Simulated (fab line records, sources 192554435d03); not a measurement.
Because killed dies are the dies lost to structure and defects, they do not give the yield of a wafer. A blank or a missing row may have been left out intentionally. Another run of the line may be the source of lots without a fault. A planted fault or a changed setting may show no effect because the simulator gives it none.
Problem report, 8D (eight disciplines) form, completed by code -- flow n5_finfet -- the parts of the form that need people (team, actions taken, sign-off) are left out

## 1. PROBLEM STATEMENT
Wafers with no fault read 162.1 s with a standard deviation of 0.47, whereas run_length_s at N5_BEOL_M11_CVD_75 reads a mean of 159.9 s on 1 wafer of 1 lot. That puts it -4.7 standard deviations away from the usual mean.
The step: deposits Co from CCTBA/H2, target thk 2 nm, time 138.9 s.
Seen first at day 14 13:13 on cvd_co-01, wafer L426.6. The record has a number at this step for 32 wafers belonging to 11 lots. By rule, "out" or "out of limits" means more than 4 standard deviations away from the usual mean. Any other wafer with a number is counted as sound.

## 2. WHAT IT IS, AND WHAT IT ISN'T
question,is,is not
which readings at this step,run_length_s,-
which lots,L426,"L415, L416, L419, L420, L421, L422, L424, L430, L436, L437"
which wafers of those lots,L426.6,"L426.3, L426.5"
read on which tools,cvd_co-01,cvd_co-02
when,from day 14 13:13,"up to then (22 sound wafers); but 9 sound wafers of L430, L436, L437 came after"

## 3. THE SUSPECTS, EACH WITH WHAT RULES IT OUT
Counting: any tool at a process step up to the reading remains a suspect provided it ran every lot that is out. Sound lots after the first of them don't rule it out here, since some wafers of a struck lot are sound.
- rie_diel-03 at N5_BEOL_M11_STRIP_36 (strips in N2/H2): kept. It ran the lot that is out, L426 (day 14 10:41); its last sound lot up to then is L422 (day 13 04:00).
- rie_diel-03 at N5_BEOL_M11_STRIP_77 (strips in N2/H2, time 10 s): kept. It ran the lot that is out, L426 (day 14 11:11); its last sound lot up to then is L422 (day 13 04:28). With no start given for some of its lots, N5_BEOL_M11_STRIP_77 uses the hours and lot order of N5_BEOL_M11_CURE_72.
- uv_cure-02 at N5_BEOL_M11_CURE_72 (cures SiCOH lowk, time 120 s): kept. It ran the lot that is out, L426 (day 14 11:11); its last sound lot up to then is L415 (day 11 15:50).
- cvd_co-01 at N5_BEOL_M11_CVD_75 (deposits Co from CCTBA/H2, target thk 2 nm, time 138.9 s): kept. It ran the lot that is out, L426 (day 14 13:13); its last sound lot up to then is L422 (day 13 07:43). Its own run_length_s readings are out on those wafers.
- At N5_BEOL_M11_CVD_75 on cvd_co-01, chamber 1 took the sound wafers of the same lots and chamber 2 took the wafers that are out.
Left after counting: rie_diel-03 at N5_BEOL_M11_STRIP_36, rie_diel-03 at N5_BEOL_M11_STRIP_77, uv_cure-02 at N5_BEOL_M11_CURE_72, cvd_co-01 at N5_BEOL_M11_CVD_75.

## 4. THE CAUSE (what the simulator had put in)
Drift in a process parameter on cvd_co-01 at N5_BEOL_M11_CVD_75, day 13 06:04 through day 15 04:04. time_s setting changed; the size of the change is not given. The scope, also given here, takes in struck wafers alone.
4 suspects survive the count, and this tool is in that group.

## 5. THE CHAIN OF EFFECTS, in route order
Rows list readings where the struck wafers' mean (over those with a number) sits beyond 3 standard deviations from the usual. Readings are gone through only where the record gives a usual standard deviation; hours: the median, over the lots, of the time from a lot's start at the first step in this table giving one to that lot's start at this step; sigmas: the change measured in usual standard deviations.
hours,step,reading,usual,on struck wafers,change,sigmas
0,N5_BEOL_M11_CVD_75,run_length_s,162.1 s,159.9,-2.2,-4.7
It contains these process steps:
- N5_BEOL_M11_CVD_75: deposits Co from CCTBA/H2, target thk 2 nm, time 138.9 s.

## 6. WHAT WOULD HAVE CAUGHT IT SOONER
In this record the first reading out of limits was taken at day 14 13:13, 31 hours after the fault began at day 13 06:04.
